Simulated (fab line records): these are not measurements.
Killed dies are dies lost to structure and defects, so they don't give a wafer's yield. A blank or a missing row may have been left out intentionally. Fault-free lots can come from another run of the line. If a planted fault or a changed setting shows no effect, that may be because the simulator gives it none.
fab line records ; flow n5_finfet
record: lots: 7; wafers: 39
route steps=1938 shown WELL_APT@41 SD_EPI_N@288 SD_EPI_P@321 HKMG_FIN@421 BEOL_M0_SAQP@676 BEOL_M0_CUTY@711 BEOL_M0@715
start_h: the number of hours between the record's first day and the start of the first shown wafer of the lot ; wait_h: hours elapsed since this lot's preceding step ; " same as the row above ; L1.1+2: one row covering several wafers at once ; - no value present, or no start provided ; * or withheld: withheld ; < > ~ a bound
route shown NAME@n: NAME is a module with steps in the file, n the number in the route of the first one ; usual: the fault-free wafers' mean and standard deviation ; same: alike in all rows ; chamber/n: place in a boat ; sites: per-site readings ; _std_site: the standard deviation of these ; _edge_site: mean of outer sites minus mean of inner sites ; radius_mm: how far each site lies from the wafer's centre ; mask NAME#n: copy n ; behind: the most recent tool/chamber to have shaped the wafer ; hold: why the lot went on hold/how many hours it stayed there/how the hold came to an end ; device: transistor that didn't switch, given as n, p or np ; end of line: the route-end tests of the same wafers ; step lacking rows: just its recipe ; killed: dies lost to structure and defects at the first sort, not the wafer's yield ; map: a wafer's dies, marking killed ones x, the rest . and places with no die _
set.NAME: setting as actually run; set.NAME@STEP: the setting as run at that earlier step ; model.NAME: the simulator's own value behind a step, which no gauge read
lots where settings were altered on purpose, with a table for each step and a row for each wafer
== steps ==
step: N5_WELL_APT_DEVELOP_24
recipe: develop_time_s: 45; rinse_liquid: surfactant_rinse; dry: air_spin; dev_temp_c: 21
lot.wafer;tool;chamber;start_h;wait_h;set.develop_time_s;model.WELL_APT.cd_nm
L076.1;litho_track-01;0;-;-;45;199
L076.2;litho_track-01;0;-;-;45;-
L076.3;litho_track-01;0;-;-;36.93;199
L076.4;litho_track-01;0;-;-;45;199.8
L076.5;litho_track-01;0;-;-;36.93;200.3
L076.6;litho_track-01;0;-;-;36.93;199.5
L078.1;litho_track-02;0;-;-;66.75;203.1
L078.2;litho_track-02;0;-;-;66.75;203
L078.3;litho_track-02;0;-;-;45;200.1
L078.4;litho_track-02;0;-;-;45;200.4
L078.5;litho_track-02;0;-;-;45;199.8
L078.6;litho_track-02;0;-;-;66.75;201.9
L085.1;litho_track-02;0;-;-;18.16;195.3
L085.2;litho_track-02;0;-;-;45;198.9
L085.3;litho_track-02;0;-;-;18.16;193.9
L085.4+6;litho_track-02;0;-;-;45;200
L085.5;litho_track-02;0;-;-;18.16;194.5
L087.3;litho_track-02;0;-;-;45;198.6
L087.4+5;litho_track-02;0;-;-;45;199.6
L091.1;litho_track-02;0;-;-;45;199.3
L091.2;litho_track-02;0;-;-;68.5;203
L091.3;litho_track-02;0;-;-;68.5;201.7
L091.4;litho_track-02;0;-;-;45;200.2
L091.5;litho_track-02;0;-;-;68.5;202.3
L091.6;litho_track-02;0;-;-;45;199.6
L096.1;litho_track-03;0;-;-;45;198.8
L096.2;litho_track-03;0;-;-;45;199.4
L096.3;litho_track-03;0;-;-;45;199.3
L096.4;litho_track-03;0;-;-;45;198.6
L096.5+6;litho_track-03;0;-;-;45;199.2
L097.1+3;litho_track-01;0;-;-;45;200.7
L097.2;litho_track-01;0;-;-;45;200.4
L097.4;litho_track-01;0;-;-;45;200.2
L097.5;litho_track-01;0;-;-;45;199.3
L097.6;litho_track-01;0;-;-;45;199.7
step: N5_WELL_APT_HARDBAKE_29
recipe: temp_c: 130; time_s: 120
step: N5_WELL_APT_DESCUM_30
recipe: chemistry: O2; time_s: 7.9; source_power_w: 50; bias_power_w: 20; pressure_mtorr: 20; rf_frequency_hz: 2.712e+07; temp_c: 40; o2_flow_sccm: 225
lot.wafer;tool;chamber;start_h;wait_h;set.develop_time_s@WELL_APT_DEVELOP_24;model.WELL_APT.cd_nm
L076.1;rie_diel-01;2;26.92;0.0;45;200
L076.2;rie_diel-01;1;26.92;0.0;45;200.1
L076.3;rie_diel-01;3;26.92;0.0;36.93;199
L076.4;rie_diel-01;0;26.92;0.0;45;201.1
L076.5;rie_diel-01;3;26.92;0.0;36.93;200.3
L076.6;rie_diel-01;2;26.92;0.0;36.93;199.5
L078.1;rie_diel-04;3;39.42;0.1;66.75;203.1
L078.2;rie_diel-04;1;39.42;0.1;66.75;202.9
L078.3+5;rie_diel-04;0;39.42;0.1;45;199.9
L078.4;rie_diel-04;2;39.42;0.1;45;199.6
L078.6;rie_diel-04;3;39.42;0.1;66.75;201.9
L085.1;rie_diel-04;3;81.18;0.3;18.16;195.2
L085.2;rie_diel-04;2;81.18;0.3;45;200.1
L085.3;rie_diel-04;3;81.18;0.3;18.16;193.9
L085.4;rie_diel-04;2;81.18;0.3;45;200.9
L085.5;rie_diel-04;2;81.18;0.3;18.16;194.4
L085.6;rie_diel-04;3;81.18;0.3;45;199.2
L087.3;rie_diel-02;1;92.92;0.2;45;200.5
L087.4;rie_diel-02;2;92.92;0.2;45;200.9
L087.5;rie_diel-02;0;92.92;0.2;45;202
L091.1;rie_diel-04;1;117.06;0.0;45;199.1
L091.2;rie_diel-04;3;117.06;0.0;68.5;202.9
L091.3;rie_diel-04;0;117.06;0.0;68.5;201.6
L091.4;rie_diel-04;0;117.06;0.0;45;200.2
L091.5;rie_diel-04;3;117.06;0.0;68.5;202.3
L091.6;rie_diel-04;1;117.06;0.0;45;201.1
L096.1;rie_diel-01;1;146.92;0.0;45;201.3
L096.2;rie_diel-01;3;146.92;0.0;45;199.8
L096.3;rie_diel-01;2;146.92;0.0;45;201.6
L096.4;rie_diel-01;3;146.92;0.0;45;200.5
L096.5;rie_diel-01;1;146.92;0.0;45;201.4
L096.6;rie_diel-01;2;146.92;0.0;45;200.6
L097.1;rie_diel-04;1;153.27;0.0;45;200.1
L097.2;rie_diel-04;0;153.27;0.0;45;199.5
L097.3;rie_diel-04;3;153.27;0.0;45;199.8
L097.4;rie_diel-04;2;153.27;0.0;45;200.8
L097.5;rie_diel-04;1;153.27;0.0;45;198.9
L097.6;rie_diel-04;2;153.27;0.0;45;200.6
step: N5_SD_EPI_N_EPI_21
recipe: material: Si:P; dopant: P; temp_c: 680; pressure_torr: 255; time_s: 690
lot.wafer;tool;chamber;start_h;wait_h;set.epi_growth_time_s;model.Si-P_of_SD_EPI_N_EPI_21.thk_nm
L076.1;epi_rpcvd-04;0;66.72;0.1;690;59.8
L076.2;epi_rpcvd-04;0;66.72;0.1;986.3;76.4
L076.3;epi_rpcvd-04;0;66.72;0.1;986.3;77.2
L076.4;epi_rpcvd-04;0;66.72;0.1;986.3;77.6
L076.5;epi_rpcvd-04;0;66.72;0.1;690;60.2
L076.6;epi_rpcvd-04;0;66.72;0.1;690;59.4
L078.1;epi_rpcvd-04;0;74.84;0.1;690;61.4
L078.2+4;epi_rpcvd-04;0;74.84;0.1;690;61.2
L078.3;epi_rpcvd-04;0;74.84;0.1;690;61
L078.5;epi_rpcvd-04;0;74.84;0.1;690;60.4
L078.6;epi_rpcvd-04;0;74.84;0.1;690;60.8
L085.1;epi_rpcvd-03;0;117.29;0.1;690;59.8
L085.2;epi_rpcvd-03;0;117.29;0.1;417.2;38.4
L085.3;epi_rpcvd-03;0;117.29;0.1;690;59.6
L085.4;epi_rpcvd-03;0;117.29;0.1;690;59.2
L085.5;epi_rpcvd-03;0;117.29;0.1;417.2;38.6
L085.6;epi_rpcvd-03;0;117.29;0.1;417.2;38.2
L087.3+4+5;epi_rpcvd-02;0;130.41;0.7;690;59.2
L091.1;epi_rpcvd-03;0;156.80;0.1;915.4;72.6
L091.2+4;epi_rpcvd-03;0;156.80;0.1;690;58.8
L091.3;epi_rpcvd-03;0;156.80;0.1;690;58.4
L091.5;epi_rpcvd-03;0;156.80;0.1;915.4;72
L091.6;epi_rpcvd-03;0;156.80;0.1;915.4;71.8
L096.1+3;epi_rpcvd-03;0;187.61;0.1;1069;80.2
L096.2;epi_rpcvd-03;0;187.61;0.1;690;58.2
L096.4+5;epi_rpcvd-03;0;187.61;0.1;690;58.4
L096.6;epi_rpcvd-03;0;187.61;0.1;1069;79.6
L097.1+6;epi_rpcvd-04;0;190.56;0.1;690;58.8
L097.2+3;epi_rpcvd-04;0;190.56;0.1;523.5;48
L097.4;epi_rpcvd-04;0;190.56;0.1;523.5;47.8
L097.5;epi_rpcvd-04;0;190.56;0.1;690;59
step: N5_SD_EPI_N_EPI_MEAS_23
recipe: mode: xrd
usual: thk_nm: 59.1/1.3
lot.wafer;tool;chamber;start_h;wait_h;set.epi_growth_time_s@SD_EPI_N_EPI_21;thk_nm
L076.1;film_metro-02;-;68.43;1.4;690;58.7
L076.2;film_metro-02;-;68.43;1.4;986.3;76.1
L076.3;film_metro-02;-;68.43;1.4;986.3;76.9
L076.4;film_metro-02;-;68.43;1.4;986.3;77.5
L076.5;film_metro-02;-;68.43;1.4;690;60.0
L076.6;film_metro-02;-;68.43;1.4;690;59.7
L078.1;film_metro-01;-;76.56;1.4;690;60.8
L078.2;film_metro-01;-;76.56;1.4;690;62.1
L078.3;film_metro-01;-;76.56;1.4;690;59.9
L078.4;film_metro-01;-;76.56;1.4;690;63.1
L078.5;film_metro-01;-;76.56;1.4;690;61.4
L078.6;film_metro-01;-;76.56;1.4;690;62.8
L085.1;film_metro-02;-;119.03;1.5;690;61.0
L085.2;film_metro-02;-;119.03;1.5;417.2;39.7
L085.3;film_metro-02;-;119.03;1.5;690;61.1
L085.4;film_metro-02;-;119.03;1.5;690;60.1
L085.5;film_metro-02;-;119.03;1.5;417.2;39.7
L085.6;film_metro-02;-;119.03;1.5;417.2;37.9
L087.3;film_metro-02;-;131.58;0.9;690;60.5
L087.4;film_metro-02;-;131.58;0.9;690;59.6
L087.5;film_metro-02;-;131.58;0.9;690;58.9
L091.1;film_metro-02;-;158.51;1.4;915.4;73.8
L091.2;film_metro-02;-;158.51;1.4;690;58.8
L091.3;film_metro-02;-;158.51;1.4;690;58.4
L091.4;film_metro-02;-;158.51;1.4;690;59.1
L091.5;film_metro-02;-;158.51;1.4;915.4;72.1
L091.6;film_metro-02;-;158.51;1.4;915.4;70.5
L096.1;film_metro-02;-;189.32;1.4;1069;79.1
L096.2;film_metro-02;-;189.32;1.4;690;56.9
L096.3;film_metro-02;-;189.32;1.4;1069;80.2
L096.4;film_metro-02;-;189.32;1.4;690;58.2
L096.5;film_metro-02;-;189.32;1.4;690;59.3
L096.6;film_metro-02;-;189.32;1.4;1069;80.6
L097.1;film_metro-01;-;192.28;1.4;690;58.6
L097.2;film_metro-01;-;192.28;1.4;523.5;45.5
L097.3;film_metro-01;-;192.28;1.4;523.5;48.0
L097.4;film_metro-01;-;192.28;1.4;523.5;46.1
L097.5;film_metro-01;-;192.28;1.4;690;58.6
L097.6;film_metro-01;-;192.28;1.4;690;58.7
step: N5_SD_EPI_N_PRECLEAN_24
recipe: chemistry: O3/DIW; time_s: 60; temp_c: 22; o3_ppm: 10
step: N5_SD_EPI_N_SRD_25
recipe: time_s: 30; temp_c: 23; rinse_liquid: diw; dry: ipa_marangoni
step: N5_SD_EPI_P_EPI_21
recipe: material: SiGe:B; dopant: B; temp_c: 550; pressure_torr: 20; ambient: H2; time_s: 355
step: N5_SD_EPI_P_HM_STRIP_48
recipe: chemistry: H3PO4; temp_c: 160; material: SiNx; target: SiNx; target_depth_a: 30; overetch_fraction: 0.3
lot.wafer;tool;chamber;start_h;wait_h;set.epi_growth_time_s@SD_EPI_N_EPI_21;model.Si-P_of_SD_EPI_N_EPI_21.thk_nm
L076.1;wet_bench-03;6;74.07;0.0;690;59
L076.2;wet_bench-03;5;74.07;0.0;986.3;75.6
L076.3;wet_bench-03;4;74.07;0.0;986.3;76.4
L076.4;wet_bench-03;7;74.07;0.0;986.3;76.8
L076.5;wet_bench-03;0;74.07;0.0;690;59.6
L076.6;wet_bench-03;1;74.07;0.0;690;58.8
L078.1;wet_bench-01;2;81.54;0.0;690;60.8
L078.2;wet_bench-01;0;81.54;0.0;690;60.6
L078.3+6;wet_bench-01;4,3;81.54;0.0;690;60.2
L078.4;wet_bench-01;1;81.54;0.0;690;60.4
L078.5;wet_bench-01;5;81.54;0.0;690;59.8
L085.1;wet_bench-01;0;125.00;0.0;690;59.2
L085.2;wet_bench-01;4;125.00;0.0;417.2;38
L085.3;wet_bench-01;1;125.00;0.0;690;59
L085.4;wet_bench-01;5;125.00;0.0;690;58.6
L085.5;wet_bench-01;6;125.00;0.0;417.2;38.2
L085.6;wet_bench-01;7;125.00;0.0;417.2;37.6
L087.3;wet_bench-01;0;136.09;0.0;690;58.4
L087.4+5;wet_bench-01;6,7;136.09;0.0;690;58.6
L091.1;wet_bench-01;3;163.15;0.0;915.4;71.8
L091.2+4;wet_bench-01;5,1;163.15;0.0;690;58.2
L091.3;wet_bench-01;4;163.15;0.0;690;57.8
L091.5;wet_bench-01;6;163.15;0.0;915.4;71.2
L091.6;wet_bench-01;2;163.15;0.0;915.4;71
L096.1+3;wet_bench-01;3,5;194.03;0.0;1069;79.2
L096.2;wet_bench-01;2;194.03;0.0;690;57.6
L096.4+5;wet_bench-01;1,4;194.03;0.0;690;57.8
L096.6;wet_bench-01;6;194.03;0.0;1069;78.6
L097.1;wet_bench-03;0;197.77;0.0;690;58.2
L097.2+3;wet_bench-03;6,5;197.77;0.0;523.5;47.4
L097.4;wet_bench-03;4;197.77;0.0;523.5;47.2
L097.5;wet_bench-03;3;197.77;0.0;690;58.4
L097.6;wet_bench-03;7;197.77;0.0;690;58
step: N5_HKMG_FIN_PWFM_ALD_03
recipe: material: TiN; target_thk_a: 20; temp_c: 400; ald_precursor_family: TiCl4; ald_co_reactant: NH3; pulse_time_s: 1; purge_time_s: 3; co_reactant_purge_time_s: 2; co_reactant_pulse_time_s: 2; ald_cycles: 91; pressure_torr: 3
lot.wafer;tool;chamber;start_h;wait_h;set.ald_cycles;model.TiN_of_HKMG_FIN_PWFM_ALD_03.thk_nm
L076.1+2+5;ald_metal-04;3,0,3;90.53;0.0;54;1.2
L076.3+4+6;ald_metal-04;2,1,2;90.53;0.0;91;2
L078.1+4+5;ald_metal-03;2,3,3;99.48;0.0;91;2
L078.2;ald_metal-03;0;99.48;0.0;123;2.8
L078.3+6;ald_metal-03;1,2;99.48;0.0;123;2.6
L085.1+2+5;ald_metal-03;1,3,0;141.07;0.0;91;2
L085.3+4+6;ald_metal-03;2,0,1;141.07;0.0;63;1.4
L087.3+4+5;ald_metal-04;1,3,1;151.94;0.0;91;2
L091.1+2+4;ald_metal-03;3,2,1;178.82;0.0;91;2
L091.3+5+6;ald_metal-03;0,0,3;178.82;0.0;60;1.4
L096.1+3+5;ald_metal-02;0,2,0;210.41;0.0;91;2
L096.2+4+6;ald_metal-02;1,3,1;210.41;0.0;117;2.6
L097.1+4+5;ald_metal-03;0,3,3;214.30;0.0;91;2
L097.2+3+6;ald_metal-03;2,1,0;214.30;0.0;118;2.6
step: N5_BEOL_M0_SAQP_SPACER2_ALD_26
recipe: material: SiO2; target_thk_a: 150; temp_c: 300; ald_precursor_family: BDEAS; ald_co_reactant: O2-plasma; pulse_time_s: 1; purge_time_s: 2; co_reactant_purge_time_s: 2; pressure_torr: 2
lot.wafer;tool;chamber;start_h;wait_h;set.target_thk_a;model.SiO2_of_BEOL_M0_SAQP_SPACER2_ALD_26.thk_nm
L076.1+4+5;ald_sin-02;2,1,2;125.24;0.1;150;15
L076.2+6;ald_sin-02;0,1;125.24;0.1;202.8;20.2
L076.3;ald_sin-02;3;125.24;0.1;202.8;20.4
L078.1+3+6;ald_sin-03;3,0,0;135.60;0.6;150;15
L078.2;ald_sin-03;2;135.60;0.6;208.7;21
L078.4+5;ald_sin-03;1,3;135.60;0.6;208.7;20.8
L085.1+4+6;ald_sin-02;1,0,3;176.49;0.2;107.2;10.8
L085.2+3+5;ald_sin-02;2,3,2;176.49;0.2;150;15
L087.3+4+5;ald_sin-01;2,1,2;194.71;0.5;150;15
L091.1+3+4;ald_sin-03;3,2,0;219.23;0.1;70.18;7
L091.2+5+6;ald_sin-03;1,0,1;219.23;0.1;150;15
L096.1+3+4;ald_sin-03;0,3,1;247.48;0.1;150;15
L096.2+5+6;ald_sin-03;2,1,0;247.48;0.1;90.12;9
L097.1+2+4;ald_sin-03;2,0,3;248.01;0.2;150;15
L097.3+5+6;ald_sin-03;1,2,1;248.01;0.2;85.65;8.6
step: N5_BEOL_M0_SAQP_SPACER2_ETCHBACK_27
recipe: chemistry: CHF3/O2; mode: anisotropic_etchback; target: SiO2; target_depth_a: 225; time_s: 11.25; pressure_mtorr: 30; source_w: 650; bias_w: 170; Ar_flow_sccm: 200; CHF3_flow_sccm: 50; O2_flow_sccm: 5; ion_energy_ev: 200
step: N5_BEOL_M0_SAQP_MANDREL2_REMOVE_110
recipe: chemistry: HBr/Cl2/O2; bt_time_s: 10; target: a-Si; stop_on: SiCN; endpoint: OES-SiCl; over_etch_frac: 1; icp_w: 600; bias_w: 30; HBr_flow_sccm: 150; Cl2_flow_sccm: 80; O2_flow_sccm: 5; pressure_mtorr: 10
lot.wafer;tool;chamber;start_h;wait_h;set.target_thk_a@BEOL_M0_SAQP_SPACER2_ALD_26;model.BEOL_M0_SAQP.cd_nm
L076.1+4+5;rie_si-06;1,3,0;125.90;0.1;150;15
L076.2+6;rie_si-06;2,1;125.90;0.1;202.8;20.2
L076.3;rie_si-06;0;125.90;0.1;202.8;20.4
L078.1+3+6;rie_si-02;0,1,1;136.24;0.1;150;15
L078.2;rie_si-02;3;136.24;0.1;208.7;21
L078.4+5;rie_si-02;2;136.24;0.1;208.7;20.8
L085.1;rie_si-05;1;177.13;0.1;107.2;10.6
L085.2+3;rie_si-05;3,2;177.13;0.1;150;15
L085.4+6;rie_si-05;0,2;177.13;0.1;107.2;10.8
L085.5;rie_si-05;1;177.13;0.1;150;14.8
L087.3+4+5;rie_si-02;3,1,2;195.37;0.1;150;15
L091.1+3+4;rie_si-05;2,0,3;220.22;0.1;70.18;7
L091.2+5;rie_si-05;1,2;220.22;0.1;150;15
L091.6;rie_si-05;3;220.22;0.1;150;14.8
L096.1+3;rie_si-02;2,0;248.16;0.1;150;15
L096.2+5+6;rie_si-02;3,2,3;248.16;0.1;90.12;9
L096.4;rie_si-02;1;248.16;0.1;150;15.2
L097.1+2+4;rie_si-06;0,3,1;248.64;0.1;150;15
L097.3+5+6;rie_si-06;2,3,2;248.64;0.1;85.65;8.6
step: N5_BEOL_M0_SAQP_CD_MEAS_29
recipe: target_cd_nm: 14.4; landing_energy_ev: 1000; detector: se_inlens
usual: cd_nm: 15.02/0.22
lot.wafer;tool;chamber;start_h;wait_h;set.target_thk_a@BEOL_M0_SAQP_SPACER2_ALD_26;cd_nm
L076.1;cd_sem-02;0;126.01;0.1;150;14.68
L076.2;cd_sem-02;0;126.01;0.1;202.8;20.38
L076.3;cd_sem-02;0;126.01;0.1;202.8;20.32
L076.4;cd_sem-02;0;126.01;0.1;150;15.03
L076.5;cd_sem-02;0;126.01;0.1;150;14.95
L076.6;cd_sem-02;0;126.01;0.1;202.8;20.15
L078.1;cd_sem-02;0;136.35;0.1;150;15.05
L078.2;cd_sem-02;0;136.35;0.1;208.7;21.30
L078.3;cd_sem-02;0;136.35;0.1;150;14.89
L078.4;cd_sem-02;0;136.35;0.1;208.7;20.94
L078.5;cd_sem-02;0;136.35;0.1;208.7;21.16
L078.6;cd_sem-02;0;136.35;0.1;150;15.21
L085.1;cd_sem-01;0;177.23;0.1;107.2;10.88
L085.2;cd_sem-01;0;177.23;0.1;150;15.25
L085.3;cd_sem-01;0;177.23;0.1;150;14.96
L085.4;cd_sem-01;0;177.23;0.1;107.2;10.80
L085.5;cd_sem-01;0;177.23;0.1;150;14.51
L085.6;cd_sem-01;0;177.23;0.1;107.2;10.97
L087.3;cd_sem-01;0;195.48;0.1;150;15.29
L087.4;cd_sem-01;0;195.48;0.1;150;14.74
L087.5;cd_sem-01;0;195.48;0.1;150;15.13
L091.1;cd_sem-03;0;220.33;0.1;70.18;7.35
L091.2;cd_sem-03;0;220.33;0.1;150;15.02
L091.3;cd_sem-03;0;220.33;0.1;70.18;7.06
L091.4;cd_sem-03;0;220.33;0.1;70.18;7.38
L091.5;cd_sem-03;0;220.33;0.1;150;14.87
L091.6;cd_sem-03;0;220.33;0.1;150;14.90
L096.1;cd_sem-03;0;248.27;0.1;150;14.94
L096.2;cd_sem-03;0;248.27;0.1;90.12;9.07
L096.3;cd_sem-03;0;248.27;0.1;150;14.99
L096.4;cd_sem-03;0;248.27;0.1;150;15.00
L096.5;cd_sem-03;0;248.27;0.1;90.12;8.86
L096.6;cd_sem-03;0;248.27;0.1;90.12;9.18
L097.1;cd_sem-01;0;248.75;0.1;150;14.78
L097.2;cd_sem-01;0;248.75;0.1;150;15.41
L097.3;cd_sem-01;0;248.75;0.1;85.65;8.22
L097.4;cd_sem-01;0;248.75;0.1;150;14.93
L097.5;cd_sem-01;0;248.75;0.1;85.65;8.28
L097.6;cd_sem-01;0;248.75;0.1;85.65;8.48
step: N5_BEOL_M0_SAQP_COAT_69
recipe: resist: SOC; temp_c: 250; time_s: 60; spin_rpm: 1500; resist_thk_nm: 90
step: N5_BEOL_M0_SAQP_COAT_72
recipe: resist: SiARC; temp_c: 220; time_s: 60; spin_rpm: 1500; resist_thk_nm: 15
step: N5_BEOL_M0_CUTY_DESCUM_61
recipe: chemistry: O2; time_s: 7.9; source_power_w: 50; bias_power_w: 20; pressure_mtorr: 20; rf_frequency_hz: 2.712e+07; temp_c: 40; resist: CAR-ArF-block; o2_flow_sccm: 225
step: N5_BEOL_M0_CUTY_ETCH_62
recipe: chemistry: CF4; target: SiARC; mask_material: CAR-ArF-block; time_s: 58.5; ion_energy_ev: 80; pressure_mtorr: 40; source_w: 545; bias_w: 36; Ar_flow_sccm: 100; cf4_flow_sccm: 100; ends: cleared
step: N5_BEOL_M0_CUTY_ETCH_63
recipe: chemistry: N2/H2; target: SOC; target_depth_a: 827; overetch_a: 165; mask_material: SiARC; temp_c: 40; ion_energy_ev: 200; time_s: 124; pressure_mtorr: 30; source_w: 840; bias_w: 150; n2_flow_sccm: 200; h2_flow_sccm: 200
lot.wafer;tool;chamber;start_h;wait_h;set.target_thk_a@BEOL_M0_SAQP_SPACER2_ALD_26;model.SiO2_of_BEOL_M0_SAQP_SPACER2_ALD_26.thk_nm
L076.1+4+5;rie_diel-04;0,3,2;128.95;0.0;150;7
L076.2+3;rie_diel-04;2,3;128.95;0.0;202.8;12.4
L076.6;rie_diel-04;0;128.95;0.0;202.8;12.2
L078.1+3+6;rie_diel-02;1,0,3;138.38;0.0;150;7.2
L078.2+4+5;rie_diel-02;2,3,2;138.38;0.0;208.7;13
L085.1+4+6;rie_diel-02;1,2,1;179.47;0.0;107.2;2.8
L085.2+3+5;rie_diel-02;0,3,2;179.47;0.0;150;7.2
L087.3;rie_diel-04;3;197.71;0.0;150;7
L087.4+5;rie_diel-04;1,2;197.71;0.0;150;7.2
L091.1+3+4;rie_diel-04;1,0,3;223.77;0.0;70.18;1.4
L091.2+6;rie_diel-04;2,1;223.77;0.0;150;7.2
L091.5;rie_diel-04;0;223.77;0.0;150;6.8
L096.1+3;rie_diel-02;1,2;251.06;0.0;150;7
L096.2+5+6;rie_diel-02;3,0,1;251.06;0.0;90.12;2.2
L096.4;rie_diel-02;0;251.06;0.0;150;7.2
L097.1+2;rie_diel-02;0,3;251.35;0.0;150;7.2
L097.3+5+6;rie_diel-02;2,3,0;251.35;0.0;85.65;2
L097.4;rie_diel-02;1;251.35;0.0;150;7
step: N5_BEOL_M0_CUTY_STRIP_64
recipe: chemistry: N2/H2; temp_c: 40; n2_flow_sccm: 200; h2_flow_sccm: 200; rf_frequency_hz: 6e+07
step: N5_BEOL_M0_ETCH_138
recipe: chemistry: CH3F/O2; target_depth_a: 120; target: SiCN; time_s: 31.6; ion_energy_ev: 120; pressure_mtorr: 30; source_w: 395; bias_w: 75; Ar_flow_sccm: 150; CH3F_flow_sccm: 30; O2_flow_sccm: 20; ends: cleared
lot.wafer;tool;chamber;start_h;wait_h;set.target_thk_a@BEOL_M0_SAQP_SPACER2_ALD_26;model.SiO2_of_BEOL_M0_SAQP_SPACER2_ALD_26.thk_nm
L076.1+4+5;rie_diel-04;0,3,2;129.07;0.0;150;5.2
L076.2+6;rie_diel-04;2,0;129.07;0.0;202.8;10.4
L076.3;rie_diel-04;3;129.07;0.0;202.8;10.6
L078.1+3;rie_diel-02;1,0;138.50;0.0;150;5.2
L078.2;rie_diel-02;2;138.50;0.0;208.7;11.2
L078.4+5;rie_diel-02;3,2;138.50;0.0;208.7;11
L078.6;rie_diel-02;3;138.50;0.0;150;5
L085.1+4+6;rie_diel-02;1,2,1;179.59;0.0;107.2;1.4
L085.2+3+5;rie_diel-02;0,3,2;179.59;0.0;150;5.2
L087.3+4+5;rie_diel-04;3,1,2;197.84;0.0;150;5.2
L091.1+3+4;rie_diel-04;1,0,3;223.89;0.0;70.18;0.8
L091.2;rie_diel-04;2;223.89;0.0;150;5.2
L091.5+6;rie_diel-04;0,1;223.89;0.0;150;5
L096.1+3;rie_diel-02;1,2;251.19;0.0;150;5
L096.2+5+6;rie_diel-02;3,0,1;251.19;0.0;90.12;1
L096.4;rie_diel-02;0;251.19;0.0;150;5.2
L097.1+2;rie_diel-02;0,3;251.47;0.0;150;5.2
L097.3+5+6;rie_diel-02;2,3,0;251.47;0.0;85.65;1
L097.4;rie_diel-02;1;251.47;0.0;150;5
step: N5_BEOL_M0_HM_OPEN_105
recipe: chemistry: Cl2/BCl3; target_depth_a: 120; target: TiN; ion_energy_ev: 150; pressure_mtorr: 10; icp_w: 1000; bias_w: 126; Cl2_flow_sccm: 53.25; bcl3_flow_sccm: 21.75; Ar_flow_sccm: 25
lot.wafer;tool;chamber;start_h;wait_h;set.target_thk_a@BEOL_M0_SAQP_SPACER2_ALD_26;model.SiO2_of_BEOL_M0_SAQP_SPACER2_ALD_26.thk_nm
L076.1;rie_metal-03;0;131.33;2.2;150;2.6
L076.2+6;rie_metal-03;0;131.33;2.2;202.8;8
L076.3;rie_metal-03;0;131.33;2.2;202.8;8.2
L076.4+5;rie_metal-03;0;131.33;2.2;150;2.8
L078.1+3;rie_metal-03;0;138.60;0.1;150;2.8
L078.2+4+5;rie_metal-03;0;138.60;0.1;208.7;8.6
L078.6;rie_metal-03;0;138.60;0.1;150;2.6
L085.1+4+6;rie_metal-01;1;179.81;0.2;107.2;0.6
L085.2+3+5;rie_metal-01;0;179.81;0.2;150;2.8
L087.3+5;rie_metal-02;0,1;200.23;2.4;150;2.8
L087.4;rie_metal-02;1;200.23;2.4;150;2.6
L091.1+3+4;rie_metal-02;1,1,0;226.89;3.0;70.18;0.4
L091.2;rie_metal-02;0;226.89;3.0;150;2.8
L091.5;rie_metal-02;1;226.89;3.0;150;2.4
L091.6;rie_metal-02;0;226.89;3.0;150;2.6
L096.1+3+4;rie_metal-03;0,0,1;254.25;3.0;150;2.6
L096.2+5+6;rie_metal-03;1,0,1;254.25;3.0;90.12;0.6
L097.1+2;rie_metal-03;1,0;254.41;2.9;150;2.8
L097.3+5+6;rie_metal-03;1,1,0;254.41;2.9;85.65;0.4
L097.4;rie_metal-03;0;254.41;2.9;150;2.6
== key ==
split: step: N5_WELL_APT_DEVELOP_24; setting: develop_time_s; stated: 45; by: wafer
response: step: N5_WELL_APT_DEVELOP_24; reading: model.WELL_APT.cd_nm; change: +0.0634; per: 1%; r: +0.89
response: step: N5_WELL_APT_DESCUM_30; reading: model.WELL_APT.cd_nm; change: +0.0666; per: 1%; r: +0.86
split: step: N5_SD_EPI_N_EPI_21; setting: epi_growth_time_s; stated: 690; by: wafer
response: step: N5_SD_EPI_N_EPI_21; reading: model.Si-P_of_SD_EPI_N_EPI_21.thk_nm; change: +0.43; per: 1%; r: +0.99
response: step: N5_SD_EPI_N_EPI_MEAS_23; reading: thk_nm; change: *; per: 1%; r: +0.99
response: step: N5_SD_EPI_P_HM_STRIP_48; reading: model.Si-P_of_SD_EPI_N_EPI_21.thk_nm; change: +0.425; per: 1%; r: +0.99
split: step: N5_HKMG_FIN_PWFM_ALD_03; setting: ald_cycles; stated: 91; by: wafer
response: step: N5_HKMG_FIN_PWFM_ALD_03; reading: model.TiN_of_HKMG_FIN_PWFM_ALD_03.thk_nm; change: +0.0194; per: 1%; r: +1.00
split: step: N5_BEOL_M0_SAQP_SPACER2_ALD_26; setting: target_thk_a; stated: 150; by: wafer
response: step: N5_BEOL_M0_SAQP_SPACER2_ALD_26; reading: model.SiO2_of_BEOL_M0_SAQP_SPACER2_ALD_26.thk_nm; change: +0.15; per: 1%; r: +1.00
response: step: N5_BEOL_M0_SAQP_MANDREL2_REMOVE_110; reading: model.BEOL_M0_SAQP.cd_nm; change: +0.15; per: 1%; r: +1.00
response: step: N5_BEOL_M0_SAQP_CD_MEAS_29; reading: cd_nm; change: +0.15; per: 1%; r: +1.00
response: step: N5_BEOL_M0_CUTY_ETCH_63; reading: model.SiO2_of_BEOL_M0_SAQP_SPACER2_ALD_26.thk_nm; change: +0.128; per: 1%; r: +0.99
response: step: N5_BEOL_M0_ETCH_138; reading: model.SiO2_of_BEOL_M0_SAQP_SPACER2_ALD_26.thk_nm; change: +0.111; per: 1%; r: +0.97
response: step: N5_BEOL_M0_HM_OPEN_105; reading: model.SiO2_of_BEOL_M0_SAQP_SPACER2_ALD_26.thk_nm; shape: bent; at_lowest: 0.4; at_stated: 2.705; at_highest: 8.6
